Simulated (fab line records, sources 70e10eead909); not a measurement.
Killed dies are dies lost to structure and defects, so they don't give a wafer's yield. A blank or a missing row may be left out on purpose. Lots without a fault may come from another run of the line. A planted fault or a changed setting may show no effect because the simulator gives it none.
Which tool did it? | flow nand_harc | 14 lots, 38 wafers sampled, at 5 steps of a route of 1159

WHAT THE GAUGES READ, wafer by wafer
NHARC_A_ONON_D1_THK_MEAS_02: measures by ellipsometry.
lot  | measured     | on            | thk_nm (nm)
L404 | day 8 00:08  | film_metro-01 | 988 990 991
L405 | day 8 04:14  | film_metro-01 | 981 983 982
L407 | day 8 04:15  | film_metro-02 | 1003 1003 1003
L408 | day 9 05:16  | film_metro-02 | 1003 1006 1006
L409 | day 9 05:16  | film_metro-01 | 977 979 979
L410 | day 9 05:37  | film_metro-02 | 1004 1003 1002
L413 | day 10 09:35 | film_metro-02 | 997 998 998
L414 | day 10 18:22 | film_metro-02 | 976 976 977
L415 | day 10 18:22 | film_metro-02 | 994 995 996
L417 | day 11 08:15 | film_metro-02 | 1007 1004 1006
L416 | day 11 08:14 | film_metro-01 | 997 996 997
L419 | day 11 17:34 | film_metro-01 | 1004 1003 1004
L424 | day 12 15:16 | film_metro-01 | 1008
L426 | day 13 01:02 | film_metro-02 | 1003

NHARC_A_ONON_D1_THK_MEAS_24: measures by ellipsometry.
lot  | measured     | on            | thk_nm (nm)
L404 | day 8 10:40  | film_metro-01 | 1000 1000 1000
L405 | day 8 15:44  | film_metro-01 | 1012 1014 1012
L407 | day 8 15:44  | film_metro-02 | 992 994 993
L408 | day 9 16:07  | film_metro-01 | 995 997 996
L409 | day 9 15:45  | film_metro-01 | 1000 1001 1001
L410 | day 9 15:53  | film_metro-01 | 1000 1000 1002
L413 | day 10 20:04 | film_metro-01 | 995 997 999
L414 | day 11 04:58 | film_metro-01 | 997 996 994
L415 | day 11 04:54 | film_metro-02 | 1002 1003 1002
L417 | day 11 20:18 | film_metro-02 | 986 989 988
L416 | day 11 20:19 | film_metro-02 | 1002 1003 1002
L419 | day 12 04:17 | film_metro-02 | 1001 999 999
L424 | day 13 01:52 | film_metro-01 | 1767 1769
L426 | day 13 11:30 | film_metro-01 | 1749 1747

WHICH TOOL RAN EACH LOT (tool, then ch and the chambers of the sampled wafers, then the start)
lot  | NHARC_A_ZERO_WELL_ETCH_13        | NHARC_A_ZERO_WELL_RTA_16         | NHARC_A_ONON_D1_DEP_22
L404 | rie_si-01 ch 0,1,2, day 7 00:22  | rtp_anneal-01 ch 0, day 7 01:26  | pecvd_onon-04 ch 0, day 8 10:17
L405 | rie_si-01 ch 1,2, day 7 04:59    | rtp_anneal-02 ch 0, day 7 05:55  | pecvd_onon-04 ch 0, day 8 15:17
L407 | rie_si-03 ch 0,3, day 7 07:09    | rtp_anneal-01 ch 0, day 7 08:07  | pecvd_onon-01 ch 0, day 8 15:21
L408 | rie_si-02 ch 0,1,2, day 8 03:44  | rtp_anneal-02 ch 0, day 8 04:36  | pecvd_onon-04 ch 0, day 9 15:35
L409 | rie_si-03 ch 1,3, day 8 04:20    | rtp_anneal-02 ch 0, day 8 05:17  | pecvd_onon-04 ch 0, day 9 15:21
L410 | rie_si-03 ch 1,3, day 8 09:07    | rtp_anneal-02 ch 0, day 8 10:02  | pecvd_onon-03 ch 0, day 9 15:26
L413 | rie_si-03 ch 0,2,3, day 9 10:29  | rtp_anneal-02 ch 0, day 9 11:23  | pecvd_onon-01 ch 0, day 10 19:34
L414 | rie_si-02 ch 1,3, day 9 16:32    | rtp_anneal-01 ch 0, day 9 17:29  | pecvd_onon-03 ch 0, day 11 04:32
L415 | rie_si-01 ch 0,1, day 9 18:04    | rtp_anneal-01 ch 0, day 9 19:06  | pecvd_onon-01 ch 0, day 11 04:27
L417 | rie_si-01 ch 0,1, day 10 07:19   | rtp_anneal-02 ch 0, day 10 08:13 | pecvd_onon-03 ch 0, day 11 19:47
L416 | rie_si-02 ch 1,2,3, day 10 07:31 | rtp_anneal-01 ch 0, day 10 08:26 | pecvd_onon-01 ch 0, day 11 19:52
L419 | rie_si-03 ch 1,2,3, day 10 20:35 | rtp_anneal-02 ch 0, day 10 21:29 | pecvd_onon-04 ch 0, day 12 03:46
L424 | rie_si-03 ch 0, day 11 19:09     | rtp_anneal-02 ch 0, day 11 20:02 | pecvd_onon-01 ch 0, day 13 01:22
L426 | rie_si-03 ch 3, day 12 02:51     | rtp_anneal-01 ch 0, day 12 04:05 | pecvd_onon-01 ch 0, day 13 10:59
- NHARC_A_ZERO_WELL_ETCH_13: etches the open film in HBr/Cl2, target depth 120 nm, time 40.1 s.
- NHARC_A_ZERO_WELL_RTA_16: time 10 s.
- NHARC_A_ONON_D1_DEP_22: target thk 1000 nm.

WHAT THE TOOLS THEMSELVES READ (means of the sampled wafers that have a number; where no wafer has one, the mark that the record gives instead)
NHARC_A_ZERO_WELL_ETCH_13.
lot  | tool      | drypump_motor_current_A (A) | hbr_flow_sccm (sccm) | oes_product_au (a.u.) | throttle_valve_pct (%)
L404 | rie_si-01 | 5.9                         | 149.3                | 0.990                 | 26.411
L405 | rie_si-01 | 5.7                         | 150.0                | 1.002                 | 26.404
L407 | rie_si-03 | 5.9                         | 149.7                | 0.992                 | 26.396
L408 | rie_si-02 | 6.1                         | 150.0                | 0.995                 | 26.408
L409 | rie_si-03 | 6.4                         | 150.0                | 0.995                 | 26.401
L410 | rie_si-03 | 6.5                         | 149.8                | 0.998                 | 26.405
L413 | rie_si-03 | 5.9                         | 149.9                | 1.005                 | 26.404
L414 | rie_si-02 | 5.7                         | 149.7                | 1.003                 | 26.404
L415 | rie_si-01 | 6.1                         | 149.7                | 0.997                 | 26.406
L417 | rie_si-01 | 6.1                         | 149.8                | 0.996                 | 26.404
L416 | rie_si-02 | 5.8                         | 150.0                | 1.002                 | 26.405
L419 | rie_si-03 | 6.3                         | 150.1                | 1.003                 | 26.409
L424 | rie_si-03 | 5.6                         | 149.9                | 0.998                 | 26.406
L426 | rie_si-03 | 6.4                         | 150.7                | 0.992                 | 26.396

NHARC_A_ZERO_WELL_RTA_16.
lot  | tool          | lamp_power_pct (%) | lamp_zone_1_pct (%) | lamp_zone_3_pct (%) | lamp_zone_4_pct (%) | wafer_temp_C_max
L404 | rtp_anneal-01 | 30.0               | 29.9                | 29.9                | 30.0                | 1005.9
L405 | rtp_anneal-02 | 29.0               | 29.0                | 29.0                | 29.0                | 1006.2
L407 | rtp_anneal-01 | 29.9               | 29.9                | 29.9                | 29.9                | 1007.5
L408 | rtp_anneal-02 | 29.0               | 29.0                | 28.9                | 29.0                | 1004.8
L409 | rtp_anneal-02 | 29.0               | 29.0                | 28.9                | 29.0                | 1005.5
L410 | rtp_anneal-02 | 29.0               | 29.0                | 29.0                | 29.0                | 1005.1
L413 | rtp_anneal-02 | 29.0               | 28.9                | 29.0                | 28.9                | 1004.8
L414 | rtp_anneal-01 | 30.0               | 30.0                | 29.9                | 30.0                | 1006.8
L415 | rtp_anneal-01 | 30.0               | 30.0                | 30.0                | 30.0                | 1008.2
L417 | rtp_anneal-02 | 29.0               | 29.0                | 29.0                | 29.0                | 1006.3
L416 | rtp_anneal-01 | 29.9               | 30.0                | 30.0                | 30.0                | 1007.2
L419 | rtp_anneal-02 | 29.0               | 29.0                | 29.0                | 29.0                | 1005.9
L424 | rtp_anneal-02 | 29.0               | 29.0                | 29.0                | 28.9                | 1005.3
L426 | rtp_anneal-01 | 30.0               | 30.0                | 29.9                | 29.9                | 1005.6

THE ANSWER, worked out from the rows above alone
Rule: what is usual is taken from the lots themselves. Put in order of their means at a reading, lots are off if they are a third of the lots or fewer, leave a main group of 4 or more, and stand apart from it by a gap of 3 or more times the standard deviation of the main group's means; of several such gaps the widest counts. A main group whose means are all the same, to the digits that the tables above print for the reading, isn't used. A lot without any number at a reading at which 4 lots or more have one is off too. The other lots that the step has rows for count as sound. The gauges are gone through in route order, then the tools' own readings, and for those a lot's mean is taken as printed above. The first step at which some lot is off is used, and at that step the reading that is off furthest; a lot without a number counts as furthest.
Off: L424, L426, at NHARC_A_ONON_D1_THK_MEAS_24 (thk_nm). The main group: mean 999 nm, standard deviation 5.8.
A tool fits if, at a process step before that reading, it ran every lot that is off, and no sound lot after the first of them. The gauges at NHARC_A_ONON_D1_THK_MEAS_24 are tried like those tools. Can't be told from this: 3 tools fit, rie_si-03 at NHARC_A_ZERO_WELL_ETCH_13, pecvd_onon-01 at NHARC_A_ONON_D1_DEP_22, film_metro-01 at NHARC_A_ONON_D1_THK_MEAS_24.

WHAT THE SIMULATOR HAD PUT IN
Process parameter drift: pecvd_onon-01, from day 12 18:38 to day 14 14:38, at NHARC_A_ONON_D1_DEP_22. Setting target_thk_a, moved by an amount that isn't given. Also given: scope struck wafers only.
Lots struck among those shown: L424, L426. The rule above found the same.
